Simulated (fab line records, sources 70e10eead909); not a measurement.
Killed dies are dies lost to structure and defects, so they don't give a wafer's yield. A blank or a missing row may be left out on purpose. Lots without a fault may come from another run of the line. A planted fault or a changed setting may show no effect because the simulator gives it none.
Chamber matching | flow nand_harc | NHARC_A_SGD_CUT_STRIP_28 on rie_diel-06: 3 sister chambers
The step strips in O2, time 20 s. 3 wafers are shown with their chamber, then 6 later ones without.

WAFERS WITH THEIR CHAMBER
wafer  | chamber | showerhead_plenum_p_Torr (Torr)
L089.5 | 2       | 3.76
L087.2 | 3       | 3.75
L087.3 | 0       | 3.66

WAFERS WITHOUT THEIR CHAMBER
wafer  | showerhead_plenum_p_Torr (Torr)
L087.4 | 3.66
L090.1 | 3.76
L090.3 | 3.65
L090.4 | 3.75
L097.3 | 3.65
L097.4 | 3.75

WHICH CHAMBER EACH WENT THROUGH
wafer  | from the rows above     | in truth
L087.4 | 0                       | 0
L090.1 | can't be placed: 2 or 3 | 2
L090.3 | 0                       | 0
L090.4 | can't be placed: 3 or 2 | 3
L097.3 | 0                       | 0
L097.4 | can't be placed: 3 or 2 | 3
Placed correctly: 3 of 6. Can't be placed from these rows: 3 (the true chamber is among the candidates in 3). Placed wrongly: 0.
How it was worked out, from the rows above alone: a wafer's distance from a chamber is the root of the sum, over the readings, of the square of ((its reading less the chamber's mean) divided by the reading's scatter). The wafer belongs to the nearest chamber; if the next one is less than 2 further off, it can't be placed. A chamber's mean is the mean of its shown wafers. The scatter: with one shown wafer a chamber, the root of the mean of the squares of how far each hidden wafer lies from its nearest shown one.
